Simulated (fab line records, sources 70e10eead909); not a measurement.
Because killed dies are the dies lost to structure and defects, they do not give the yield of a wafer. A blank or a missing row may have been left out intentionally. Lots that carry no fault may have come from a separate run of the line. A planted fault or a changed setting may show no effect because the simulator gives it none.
Matching of chambers :: flow nandHarc :: 4 sister chambers for NHARC_A_BONDPAD_DESCUM_11 on rieDiel-10
The step chemistry O2, time 3 s. 4 wafers are shown with their chamber, then 12 later ones without.

== EACH WAFER AND ITS CHAMBER ==
wafer: L082.1
chamber: 1
showerheadPlenumPTorr (Torr): 1.85

wafer: L087.1
chamber: 0
showerheadPlenumPTorr (Torr): 1.94

wafer: L087.2
chamber: 3
showerheadPlenumPTorr (Torr): 1.78

wafer: L087.6
chamber: 2
showerheadPlenumPTorr (Torr): 1.86

== WAFERS MISSING THEIR CHAMBER ==
wafer: L088.2
showerheadPlenumPTorr (Torr): 1.78

wafer: L088.3
showerheadPlenumPTorr (Torr): 1.85

wafer: L088.6
showerheadPlenumPTorr (Torr): 1.78

wafer: L090.1
showerheadPlenumPTorr (Torr): 1.94

wafer: L090.2
showerheadPlenumPTorr (Torr): 1.85

wafer: L090.3
showerheadPlenumPTorr (Torr): 1.86

wafer: L093.4
showerheadPlenumPTorr (Torr): 1.93

wafer: L093.5
showerheadPlenumPTorr (Torr): 1.78

wafer: L093.6
showerheadPlenumPTorr (Torr): 1.86

wafer: L095.1
showerheadPlenumPTorr (Torr): 1.78

wafer: L095.2
showerheadPlenumPTorr (Torr): 1.85

wafer: L095.6
showerheadPlenumPTorr (Torr): 1.86

== EACH ONE'S CHAMBER ==
wafer: L088.2
from the rows above: 3
in truth: 3

wafer: L088.3
from the rows above: 1
in truth: 1

wafer: L088.6
from the rows above: 3
in truth: 3

wafer: L090.1
from the rows above: 0
in truth: 0

wafer: L090.2
from the rows above: 1
in truth: 1

wafer: L090.3
from the rows above: 2
in truth: 2

wafer: L093.4
from the rows above: 0
in truth: 0

wafer: L093.5
from the rows above: 3
in truth: 3

wafer: L093.6
from the rows above: 2
in truth: 2

wafer: L095.1
from the rows above: 3
in truth: 3

wafer: L095.2
from the rows above: 1
in truth: 1

wafer: L095.6
from the rows above: 2
in truth: 2
12 of 12 placed correctly. From these rows, 0 cannot be placed. Placed wrongly: 0.
How it was worked out, from the rows above alone: a wafer's distance from a chamber is the root of the sum, over the readings, of the square of ((its reading less the chamber's mean) divided by the reading's scatter). The wafer belongs to the nearest chamber; if the next one is less than 2 further off, it can't be placed. The mean given for a chamber averages the wafers shown for that chamber. The scatter: with one shown wafer a chamber, the root of the mean of the squares of how far each hidden wafer lies from its nearest shown one.
